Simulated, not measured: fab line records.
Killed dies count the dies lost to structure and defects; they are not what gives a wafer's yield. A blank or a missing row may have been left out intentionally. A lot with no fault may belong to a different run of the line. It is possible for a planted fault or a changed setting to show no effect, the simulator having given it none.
Which tool was responsible? || flow nand_harc || 11 lots with 33 wafers sampled at 5 steps, on a route of 1159 steps

== WHAT THE GAUGES READ, wafer by wafer ==
NHARC_P_CONTACT_INSPECT_14.
{"lot": "L583", "measured": "day 5 22:33", "on": "defect_inspect-01", "raw_defect_count": "7 4 5"}
{"lot": "L586", "measured": "day 6 15:14", "on": "defect_inspect-01", "raw_defect_count": "0 5 6"}
{"lot": "L588", "measured": "day 6 21:49", "on": "defect_inspect-02", "raw_defect_count": "3 5 5"}
{"lot": "L589", "measured": "day 7 09:50", "on": "defect_inspect-02", "raw_defect_count": "5 3 2"}
{"lot": "L590", "measured": "day 7 10:07", "on": "defect_inspect-01", "raw_defect_count": "1 3 0"}
{"lot": "L591", "measured": "day 8 02:26", "on": "defect_inspect-02", "raw_defect_count": "2 4 3"}
{"lot": "L600", "measured": "day 10 06:24", "on": "defect_inspect-01", "raw_defect_count": "7 4 9"}
{"lot": "L601", "measured": "day 10 10:19", "on": "defect_inspect-01", "raw_defect_count": "5 1 1"}
{"lot": "L603", "measured": "day 10 21:40", "on": "defect_inspect-02", "raw_defect_count": "5 6 2"}
{"lot": "L605", "measured": "day 11 01:52", "on": "defect_inspect-01", "raw_defect_count": "2 4 2"}
{"lot": "L604", "measured": "day 11 02:03", "on": "defect_inspect-01", "raw_defect_count": "2 2 2"}

NHARC_END_SORT_01.
{"lot": "L583", "measured": "day 20 10:46", "on": "prober-01", "defect_limited_yield (%)": "96.8 97.0 97.0", "killed_at_array": "18 15 18", "killed_at_other": "0 1 0", "killed_at_periphery": "4 4 2", "killed_dies": "22 20 20", "killed_open": "1 2 2", "killed_short": "4 1 4", "sort_bin_2_pct (%)": "0.9 0.6 0.6", "sort_bin_3_pct (%)": "0.15 0.15 0.30", "sort_bin_4_pct (%)": "2.2 2.2 2.1", "sort_n_pass": "655 657 657", "sort_rim_yield_pct (%)": "92.5 98.1 93.4", "sort_yield_pct (%)": "96.8 97.0 97.0"}
{"lot": "L586", "measured": "day 20 12:37", "on": "prober-02", "defect_limited_yield (%)": "96.5 96.6 96.6", "killed_at_array": "20 18 18", "killed_at_other": "0 0 0", "killed_at_periphery": "4 5 5", "killed_dies": "24 23 23", "killed_open": "5 4 5", "killed_short": "2 3 2", "sort_bin_2_pct (%)": "1.5 1.0 1.3", "sort_bin_3_pct (%)": "0.30 0.30 0", "sort_bin_4_pct (%)": "1.8 2.1 2.1", "sort_n_pass": "653 654 654", "sort_rim_yield_pct (%)": "96.2 95.3 95.3", "sort_yield_pct (%)": "96.5 96.6 96.6"}
{"lot": "L588", "measured": "day 20 21:58", "on": "prober-02", "defect_limited_yield (%)": "94.8 95.4 94.8", "killed_at_array": "33 25 32", "killed_at_other": "0 0 0", "killed_at_periphery": "2 6 3", "killed_dies": "35 31 35", "killed_open": "6 4 6", "killed_short": "1 3 1", "sort_bin_2_pct (%)": "1.6 1.0 1.6", "sort_bin_3_pct (%)": "0.15 0.15 0", "sort_bin_4_pct (%)": "3.4 3.4 3.5", "sort_n_pass": "642 646 642", "sort_rim_yield_pct (%)": "97.2 97.2 99.1", "sort_yield_pct (%)": "94.8 95.4 94.8"}
{"lot": "L589", "measured": "day 21 03:21", "on": "prober-02", "defect_limited_yield (%)": "93.9 96.0 96.3", "killed_at_array": "37 26 22", "killed_at_other": "0 0 0", "killed_at_periphery": "4 1 3", "killed_dies": "41 27 25", "killed_open": "5 2 1", "killed_short": "5 2 3", "sort_bin_2_pct (%)": "1.3 1.2 1.3", "sort_bin_3_pct (%)": "0.74 0.44 0.44", "sort_bin_4_pct (%)": "4.0 2.4 1.9", "sort_n_pass": "636 650 652", "sort_rim_yield_pct (%)": "98.1 99.1 97.2", "sort_yield_pct (%)": "93.9 96.0 96.3"}
{"lot": "L590", "measured": "day 21 10:14", "on": "prober-01", "defect_limited_yield (%)": "95.6 95.6 96.3", "killed_at_array": "29 29 25", "killed_at_other": "0 0 0", "killed_at_periphery": "1 1 0", "killed_dies": "30 30 25", "killed_open": "7 1 2", "killed_short": "2 1 2", "sort_bin_2_pct (%)": "1.9 1.2 1.0", "sort_bin_3_pct (%)": "0 0.30 0", "sort_bin_4_pct (%)": "2.5 3.0 2.7", "sort_n_pass": "647 647 652", "sort_rim_yield_pct (%)": "92.5 94.3 91.5", "sort_yield_pct (%)": "95.6 95.6 96.3"}
{"lot": "L591", "measured": "day 21 17:55", "on": "prober-01", "defect_limited_yield (%)": "97.3 96.6 97.6", "killed_at_array": "13 15 13", "killed_at_other": "0 0 0", "killed_at_periphery": "5 8 3", "killed_dies": "18 23 16", "killed_open": "4 2 2", "killed_short": "2 0 1", "sort_bin_2_pct (%)": "0.4 1.5 0.7", "sort_bin_3_pct (%)": "0 0.30 0", "sort_bin_4_pct (%)": "2.2 1.6 1.6", "sort_n_pass": "659 654 661", "sort_rim_yield_pct (%)": "98.1 96.2 98.1", "sort_yield_pct (%)": "97.3 96.6 97.6"}
{"lot": "L600", "measured": "day 24 01:49", "on": "prober-02", "defect_limited_yield (%)": "94.4 95.6 95.7", "killed_at_array": "25 27 22", "killed_at_other": "3 0 1", "killed_at_periphery": "10 3 6", "killed_dies": "38 30 29", "killed_open": "3 2 2", "killed_short": "4 0 4", "sort_bin_2_pct (%)": "1.0 1.3 0.9", "sort_bin_3_pct (%)": "0.44 0.59 0.15", "sort_bin_4_pct (%)": "4.1 2.5 3.2", "sort_n_pass": "639 647 648", "sort_rim_yield_pct (%)": "98.1 99.1 99.1", "sort_yield_pct (%)": "94.4 95.6 95.7"}
{"lot": "L601", "measured": "day 24 02:41", "on": "prober-01", "defect_limited_yield (%)": "95.3 96.0 94.8", "killed_at_array": "27 26 31", "killed_at_other": "0 0 1", "killed_at_periphery": "5 1 3", "killed_dies": "32 27 35", "killed_open": "4 6 2", "killed_short": "0 2 1", "sort_bin_2_pct (%)": "1.2 0.6 1.8", "sort_bin_3_pct (%)": "0.30 0.15 0.44", "sort_bin_4_pct (%)": "3.2 3.2 3.0", "sort_n_pass": "645 650 642", "sort_rim_yield_pct (%)": "95.3 97.2 92.5", "sort_yield_pct (%)": "95.3 96.0 94.8"}
{"lot": "L603", "measured": "day 24 09:41", "on": "prober-01", "defect_limited_yield (%)": "94.7 95.3 94.7", "killed_at_array": "33 25 35", "killed_at_other": "0 0 0", "killed_at_periphery": "3 7 1", "killed_dies": "36 32 36", "killed_open": "2 2 1", "killed_short": "0 2 2", "sort_bin_2_pct (%)": "2.1 1.2 1.8", "sort_bin_3_pct (%)": "0.30 0.15 0.30", "sort_bin_4_pct (%)": "3.0 3.4 3.2", "sort_n_pass": "641 645 641", "sort_rim_yield_pct (%)": "99.1 98.1 99.1", "sort_yield_pct (%)": "94.7 95.3 94.7"}
{"lot": "L605", "measured": "day 24 19:32", "on": "prober-01", "defect_limited_yield (%)": "93.6 93.9 92.9", "killed_at_array": "38 37 42", "killed_at_other": "0 0 1", "killed_at_periphery": "5 4 5", "killed_dies": "43 41 48", "killed_open": "4 2 7", "killed_short": "4 1 2", "sort_bin_2_pct (%)": "1.8 1.2 2.2", "sort_bin_3_pct (%)": "0.44 0.59 0.30", "sort_bin_4_pct (%)": "4.1 4.3 4.6", "sort_n_pass": "634 636 629", "sort_rim_yield_pct (%)": "89.6 90.6 92.5", "sort_yield_pct (%)": "93.6 93.9 92.9"}
{"lot": "L604", "measured": "day 24 18:07", "on": "prober-02", "defect_limited_yield (%)": "92.2 93.4 92.6", "killed_at_array": "53 41 49", "killed_at_other": "0 0 0", "killed_at_periphery": "0 4 1", "killed_dies": "53 45 50", "killed_open": "2 7 6", "killed_short": "0 1 2", "sort_bin_2_pct (%)": "2.2 1.6 2.2", "sort_bin_3_pct (%)": "0.15 0.89 0.30", "sort_bin_4_pct (%)": "5.5 4.1 4.9", "sort_n_pass": "624 632 627", "sort_rim_yield_pct (%)": "93.4 94.3 93.4", "sort_yield_pct (%)": "92.2 93.4 92.6"}

== WHICH TOOL RAN EACH LOT (tool, then ch and the chambers of the sampled wafers, then the start) ==
{"lot": "L583", "NHARC_P_M0_DEP_00": "pecvd-03 ch 0,1,2, day 6 05:46", "NHARC_P_M0_DESCUM_14": "rie_diel-03 ch 0,1, day 6 06:41", "NHARC_P_M0_ETCH_34": "rie_diel-03 ch 0,3, day 6 06:45"}
{"lot": "L586", "NHARC_P_M0_DEP_00": "pecvd-03 ch 0,1,2, day 6 18:55", "NHARC_P_M0_DESCUM_14": "rie_diel-03 ch 0,1, day 6 19:53", "NHARC_P_M0_ETCH_34": "rie_diel-03 ch 1,3, day 6 19:59"}
{"lot": "L588", "NHARC_P_M0_DEP_00": "pecvd-03 ch 0,1,2, day 7 05:58", "NHARC_P_M0_DESCUM_14": "rie_diel-08 ch 1,2,3, day 7 06:45", "NHARC_P_M0_ETCH_34": "rie_diel-08 ch 1,2,3, day 7 06:50"}
{"lot": "L589", "NHARC_P_M0_DEP_00": "pecvd-03 ch 0,1,2, day 7 14:59", "NHARC_P_M0_DESCUM_14": "rie_diel-03 ch 0,2,3, day 7 15:57", "NHARC_P_M0_ETCH_34": "rie_diel-03 ch 1,3, day 7 16:02"}
{"lot": "L590", "NHARC_P_M0_DEP_00": "pecvd-03 ch 0,1,2, day 7 15:28", "NHARC_P_M0_DESCUM_14": "rie_diel-05 ch 0,1,2, day 7 16:29", "NHARC_P_M0_ETCH_34": "rie_diel-05 ch 1,2,3, day 7 16:34"}
{"lot": "L591", "NHARC_P_M0_DEP_00": "pecvd-02 ch 0,1,2, day 8 05:49", "NHARC_P_M0_DESCUM_14": "rie_diel-08 ch 0,1,2, day 8 06:44", "NHARC_P_M0_ETCH_34": "rie_diel-08 ch 0,2,3, day 8 06:50"}
{"lot": "L600", "NHARC_P_M0_DEP_00": "pecvd-02 ch 0,1,2, day 10 10:18", "NHARC_P_M0_DESCUM_14": "rie_diel-03 ch 0,3, day 10 11:19", "NHARC_P_M0_ETCH_34": "rie_diel-03 ch 0,2,3, day 10 11:25"}
{"lot": "L601", "NHARC_P_M0_DEP_00": "pecvd-02 ch 0,1,2, day 10 18:22", "NHARC_P_M0_DESCUM_14": "rie_diel-05 ch 0,2,3, day 10 19:16", "NHARC_P_M0_ETCH_34": "rie_diel-05 ch 0,2,3, day 10 19:21"}
{"lot": "L603", "NHARC_P_M0_DEP_00": "pecvd-02 ch 0,2, day 11 00:57", "NHARC_P_M0_DESCUM_14": "rie_diel-08 ch 0,2, day 11 01:50", "NHARC_P_M0_ETCH_34": "rie_diel-08 ch 0,1,3, day 11 01:56"}
{"lot": "L605", "NHARC_P_M0_DEP_00": "pecvd-03 ch 0,1,2, day 11 05:07", "NHARC_P_M0_DESCUM_14": "rie_diel-08 ch 0,1,3, day 11 06:10", "NHARC_P_M0_ETCH_34": "rie_diel-08 ch 1,2,3, day 11 06:15"}
{"lot": "L604", "NHARC_P_M0_DEP_00": "pecvd-02 ch 0,1, day 11 05:25", "NHARC_P_M0_DESCUM_14": "rie_diel-03 ch 0,3, day 11 06:29", "NHARC_P_M0_ETCH_34": "rie_diel-03 ch 0,2,3, day 11 06:35"}
- NHARC_P_M0_DEP_00: deposits SiOC, target thk 150 nm.
- NHARC_P_M0_DESCUM_14: chemistry O2, time 3 s.
- NHARC_P_M0_ETCH_34: etches the open film in N2/H2, target depth 40 nm, overetch 12 nm, time 43.94 s.

== WHAT THE TOOLS THEMSELVES READ (means of the sampled wafers that have a number; where no wafer has one, the mark that the record gives instead) ==
NHARC_P_M0_DEP_00.
{"lot": "L583", "tool": "pecvd-03", "rf_fwd_power_W (W)": 599.4}
{"lot": "L586", "tool": "pecvd-03", "rf_fwd_power_W (W)": 599.0}
{"lot": "L588", "tool": "pecvd-03", "rf_fwd_power_W (W)": 598.3}
{"lot": "L589", "tool": "pecvd-03", "rf_fwd_power_W (W)": 631.3}
{"lot": "L590", "tool": "pecvd-03", "rf_fwd_power_W (W)": 630.6}
{"lot": "L591", "tool": "pecvd-02", "rf_fwd_power_W (W)": 599.1}
{"lot": "L600", "tool": "pecvd-02", "rf_fwd_power_W (W)": 599.7}
{"lot": "L601", "tool": "pecvd-02", "rf_fwd_power_W (W)": 597.7}
{"lot": "L603", "tool": "pecvd-02", "rf_fwd_power_W (W)": 595.4}
{"lot": "L605", "tool": "pecvd-03", "rf_fwd_power_W (W)": 598.3}
{"lot": "L604", "tool": "pecvd-02", "rf_fwd_power_W (W)": 598.8}

NHARC_P_M0_DESCUM_14.
{"lot": "L583", "tool": "rie_diel-03", "chamber_pressure_mTorr (mTorr)": 60.00, "drypump_motor_current_A (A)": 5.1, "oes_product_au (a.u.)": 0.999, "rf_vpp_V (V)": 57.6, "showerhead_plenum_p_Torr (Torr)": 2.01, "throttle_valve_pct (%)": 11.307}
{"lot": "L586", "tool": "rie_diel-03", "chamber_pressure_mTorr (mTorr)": 59.99, "drypump_motor_current_A (A)": 5.3, "oes_product_au (a.u.)": 0.997, "rf_vpp_V (V)": 58.1, "showerhead_plenum_p_Torr (Torr)": 1.98, "throttle_valve_pct (%)": 11.312}
{"lot": "L588", "tool": "rie_diel-08", "chamber_pressure_mTorr (mTorr)": 60.02, "drypump_motor_current_A (A)": 5.5, "oes_product_au (a.u.)": 0.998, "rf_vpp_V (V)": 58.2, "showerhead_plenum_p_Torr (Torr)": 1.93, "throttle_valve_pct (%)": 11.307}
{"lot": "L589", "tool": "rie_diel-03", "chamber_pressure_mTorr (mTorr)": 60.01, "drypump_motor_current_A (A)": 5.3, "oes_product_au (a.u.)": 1.004, "rf_vpp_V (V)": 57.4, "showerhead_plenum_p_Torr (Torr)": 1.99, "throttle_valve_pct (%)": 11.315}
{"lot": "L590", "tool": "rie_diel-05", "chamber_pressure_mTorr (mTorr)": 60.05, "drypump_motor_current_A (A)": 5.8, "oes_product_au (a.u.)": 1.006, "rf_vpp_V (V)": 57.9, "showerhead_plenum_p_Torr (Torr)": 1.98, "throttle_valve_pct (%)": 11.318}
{"lot": "L591", "tool": "rie_diel-08", "chamber_pressure_mTorr (mTorr)": 60.01, "drypump_motor_current_A (A)": 5.7, "oes_product_au (a.u.)": 1.005, "rf_vpp_V (V)": 58.5, "showerhead_plenum_p_Torr (Torr)": 1.93, "throttle_valve_pct (%)": 11.310}
{"lot": "L600", "tool": "rie_diel-03", "chamber_pressure_mTorr (mTorr)": 59.97, "drypump_motor_current_A (A)": 5.0, "oes_product_au (a.u.)": 1.007, "rf_vpp_V (V)": 57.8, "showerhead_plenum_p_Torr (Torr)": 2.00, "throttle_valve_pct (%)": 11.314}
{"lot": "L601", "tool": "rie_diel-05", "chamber_pressure_mTorr (mTorr)": 59.94, "drypump_motor_current_A (A)": 5.7, "oes_product_au (a.u.)": 1.009, "rf_vpp_V (V)": 58.3, "showerhead_plenum_p_Torr (Torr)": 1.98, "throttle_valve_pct (%)": 11.310}
{"lot": "L603", "tool": "rie_diel-08", "chamber_pressure_mTorr (mTorr)": 59.97, "drypump_motor_current_A (A)": 5.9, "oes_product_au (a.u.)": 0.991, "rf_vpp_V (V)": 57.7, "showerhead_plenum_p_Torr (Torr)": 1.97, "throttle_valve_pct (%)": 11.303}
{"lot": "L605", "tool": "rie_diel-08", "chamber_pressure_mTorr (mTorr)": 60.04, "drypump_motor_current_A (A)": 5.7, "oes_product_au (a.u.)": 0.993, "rf_vpp_V (V)": 57.1, "showerhead_plenum_p_Torr (Torr)": 1.90, "throttle_valve_pct (%)": 11.321}
{"lot": "L604", "tool": "rie_diel-03", "chamber_pressure_mTorr (mTorr)": 60.03, "drypump_motor_current_A (A)": 5.0, "oes_product_au (a.u.)": 1.000, "rf_vpp_V (V)": 58.5, "showerhead_plenum_p_Torr (Torr)": 2.00, "throttle_valve_pct (%)": 11.316}

NHARC_P_M0_ETCH_34.
{"lot": "L583", "tool": "rie_diel-03", "chamber_pressure_mTorr (mTorr)": 29.97, "drypump_motor_current_A (A)": 5.0, "oes_product_au (a.u.)": 0.998, "rf_vpp_V (V)": 432.7, "showerhead_plenum_p_Torr (Torr)": 2.13, "throttle_valve_pct (%)": 14.172}
{"lot": "L586", "tool": "rie_diel-03", "chamber_pressure_mTorr (mTorr)": 29.99, "drypump_motor_current_A (A)": 5.3, "oes_product_au (a.u.)": 0.997, "rf_vpp_V (V)": 430.3, "showerhead_plenum_p_Torr (Torr)": 2.03, "throttle_valve_pct (%)": 14.163}
{"lot": "L588", "tool": "rie_diel-08", "chamber_pressure_mTorr (mTorr)": 29.99, "drypump_motor_current_A (A)": 5.5, "oes_product_au (a.u.)": 0.993, "rf_vpp_V (V)": 430.9, "showerhead_plenum_p_Torr (Torr)": 2.06, "throttle_valve_pct (%)": 14.170}
{"lot": "L589", "tool": "rie_diel-03", "chamber_pressure_mTorr (mTorr)": 30.01, "drypump_motor_current_A (A)": 5.4, "oes_product_au (a.u.)": 0.995, "rf_vpp_V (V)": 430.8, "showerhead_plenum_p_Torr (Torr)": 2.05, "throttle_valve_pct (%)": 14.172}
{"lot": "L590", "tool": "rie_diel-05", "chamber_pressure_mTorr (mTorr)": 30.00, "drypump_motor_current_A (A)": 6.0, "oes_product_au (a.u.)": 1.011, "rf_vpp_V (V)": 431.5, "showerhead_plenum_p_Torr (Torr)": 2.10, "throttle_valve_pct (%)": 14.170}
{"lot": "L591", "tool": "rie_diel-08", "chamber_pressure_mTorr (mTorr)": 30.02, "drypump_motor_current_A (A)": 5.9, "oes_product_au (a.u.)": 1.006, "rf_vpp_V (V)": 431.7, "showerhead_plenum_p_Torr (Torr)": 2.07, "throttle_valve_pct (%)": 14.173}
{"lot": "L600", "tool": "rie_diel-03", "chamber_pressure_mTorr (mTorr)": 30.03, "drypump_motor_current_A (A)": 5.3, "oes_product_au (a.u.)": 0.999, "rf_vpp_V (V)": 432.3, "showerhead_plenum_p_Torr (Torr)": 2.12, "throttle_valve_pct (%)": 14.168}
{"lot": "L601", "tool": "rie_diel-05", "chamber_pressure_mTorr (mTorr)": 29.99, "drypump_motor_current_A (A)": 5.8, "oes_product_au (a.u.)": 1.006, "rf_vpp_V (V)": 432.0, "showerhead_plenum_p_Torr (Torr)": 2.11, "throttle_valve_pct (%)": 14.171}
{"lot": "L603", "tool": "rie_diel-08", "chamber_pressure_mTorr (mTorr)": 29.99, "drypump_motor_current_A (A)": 5.7, "oes_product_au (a.u.)": 1.003, "rf_vpp_V (V)": 430.4, "showerhead_plenum_p_Torr (Torr)": 2.02, "throttle_valve_pct (%)": 14.175}
{"lot": "L605", "tool": "rie_diel-08", "chamber_pressure_mTorr (mTorr)": 30.00, "drypump_motor_current_A (A)": 5.5, "oes_product_au (a.u.)": 1.003, "rf_vpp_V (V)": 430.5, "showerhead_plenum_p_Torr (Torr)": 2.06, "throttle_valve_pct (%)": 14.169}
{"lot": "L604", "tool": "rie_diel-03", "chamber_pressure_mTorr (mTorr)": 30.01, "drypump_motor_current_A (A)": 5.3, "oes_product_au (a.u.)": 1.001, "rf_vpp_V (V)": 431.9, "showerhead_plenum_p_Torr (Torr)": 2.12, "throttle_valve_pct (%)": 14.179}

== THE ANSWER, worked out from the rows above alone ==
Rule: usual is defined by the lots themselves. The widest of any qualifying gaps counts: lots, ordered by their means at a reading, are off when they make up no more than a third of the lots, leave a main group of 4 or more, and stand apart from it by 3 or more times the standard deviation of that group's means. A main group whose means are all the same, to the digits that the tables above print for the reading, isn't used. A lot without any number at a reading at which 4 lots or more have one is off too. Any other lot the step has rows for is counted as sound. First the gauges in route order, then the tools' own readings, where a lot's mean is used as printed above. At the first step where some lot is off, the reading lying furthest off is the one used; lots without a number count as furthest.
Off: L589, L590 (NHARC_P_M0_DEP_00, rf_fwd_power_W). The main group has a mean of 598.4 W with a standard deviation of 1.2.
If a tool, at that step or one of the process steps before it, ran each lot that is off and ran no sound lot following the first of them, it fits. Not one of the candidates tried fits.

== WHAT HAD BEEN PUT IN BY THE SIMULATOR ==
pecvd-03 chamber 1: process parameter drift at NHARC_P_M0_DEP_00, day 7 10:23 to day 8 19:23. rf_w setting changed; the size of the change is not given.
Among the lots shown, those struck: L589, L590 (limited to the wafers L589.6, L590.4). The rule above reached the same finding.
